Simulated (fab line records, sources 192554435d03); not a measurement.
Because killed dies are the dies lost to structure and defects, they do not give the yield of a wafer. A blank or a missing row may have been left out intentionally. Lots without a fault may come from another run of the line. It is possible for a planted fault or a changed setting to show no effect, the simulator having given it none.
The same fault as seen by 3 desks | flow n5-finfet | each desk holds nothing but its own numbers, with what lay behind them at the end

FOR THE TOOL OWNER'S DESK: rie-diel-04
The tool's own readings at N5_BEOL_M6_ETCH_62 (etches SOC in N2/H2, target depth 110 nm, overetch 22 nm, time 165 s): means of the sampled wafers that have a number, for each lot that ran on this tool. Any lot whose mean is over 4 standard deviations away from the usual mean is out of limits and marked OUT; that distance is given in the brackets.
Columns: A = chamber-pressure-mTorr at N5_BEOL_M6_ETCH_62, usual 30.00 mTorr; B = drypump-motor-current-A at N5_BEOL_M6_ETCH_62, usual 6.0 A; C = h2-flow-sccm at N5_BEOL_M6_ETCH_62, usual 200.0 sccm; D = oes-product-au at N5_BEOL_M6_ETCH_62, usual 0.67 a.u.; E = rf-vpp-V at N5_BEOL_M6_ETCH_62, usual 524.5 V; F = showerhead-plenum-p-Torr at N5_BEOL_M6_ETCH_62, usual 2.56 Torr; G = throttle-valve-pct at N5_BEOL_M6_ETCH_62, usual 17.71 %
lot  | first seen here | A     | B   | C     | D    | E     | F    | G
L365 | day 9 04:05     | 29.99 | 6.0 | 200.1 | 0.67 | 523.9 | 2.54 | 17.53
L366 | day 9 06:53     | 30.00 | 6.0 | 200.1 | 0.66 | 523.5 | 2.54 | 17.52
L368 | day 9 17:17     | 30.01 | 5.7 | 199.5 | 0.69 | 524.4 | 2.56 | 17.86
L370 | day 10 09:52    | 29.99 | 6.0 | 199.8 | 0.65 | 523.6 | 2.54 | 17.54
L383 | day 13 06:01    | 29.99 | 5.7 | 199.7 | 0.69 | 524.5 | 2.57 | 17.64
Finding of this desk: none of the 5 lots has anything out of limits.

THE METROLOGY DESK
Means of the sampled wafers that have a number, per lot and without regard to the tool the lot ran on: this is what the gauges read. Any lot whose mean is over 4 standard deviations away from the usual mean is out of limits and marked OUT; that distance is given in the brackets.
Columns: A = M6_OVL at N5_BEOL_M6_OVL_MEAS_12, usual -0.6 nm
lot  | first seen here | A
L363 | day 8 04:10     | -1.5
L365 | day 9 03:04     | -1.8
L366 | day 9 06:43     | 0.9
L368 | day 9 16:57     | -0.5
L370 | day 10 09:23    | -0.7
L375 | day 11 21:33    | -1.2
L381 | day 13 02:02    | -0.3
L383 | day 13 05:52    | 0.1
L386 | day 14 12:20    | -0.5
Finding of this desk: none of the 9 lots has anything out of limits.

THE DEFECT DESK
Per lot, the means of the sampled wafers with a number show what the inspections along the route counted. Any lot whose mean is over 4 standard deviations away from the usual mean is out of limits and marked OUT; that distance is given in the brackets.
Columns: A = raw-defect-count at N5_BEOL_M6_INSPECT_30, usual 384
lot  | first seen here | A
L363 | day 8 06:52     | 420
L365 | day 9 05:11     | 323
L366 | day 9 07:38     | 388
L368 | day 9 18:17     | 343
L370 | day 10 10:38    | 339
L375 | day 11 22:35    | 461
L381 | day 13 04:18    | 468
L383 | day 13 08:12    | 1080 (+8.4) OUT
L386 | day 14 13:36    | 452
This desk finds L383 out of limits, L383 being first, at day 13 08:12 (raw-defect-count at N5_BEOL_M6_INSPECT_30). In limits: L363, L365, L366, L368, L370, L375, L381, L386.

ALL TOGETHER
The defect desk could have raised an alarm at day 13 08:12, on L383.
The tool owner's desk saw nothing out of limits.
At the metrology desk, nothing out of limits was observed.
Tool owner's desk: L383 on record, inside its limits.
The metrology desk has L383 on record, within its limits.
Of the lots named, all ran N5_BEOL_M6_ETCH_62 on rie-diel-04.

WHAT WAS PUT IN BY THE SIMULATOR
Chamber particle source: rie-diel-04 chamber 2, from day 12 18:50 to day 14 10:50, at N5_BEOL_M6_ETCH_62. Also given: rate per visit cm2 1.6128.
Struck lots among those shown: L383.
Hours from the fault's start to each desk's first reading out of limits: the defect desk, 13.
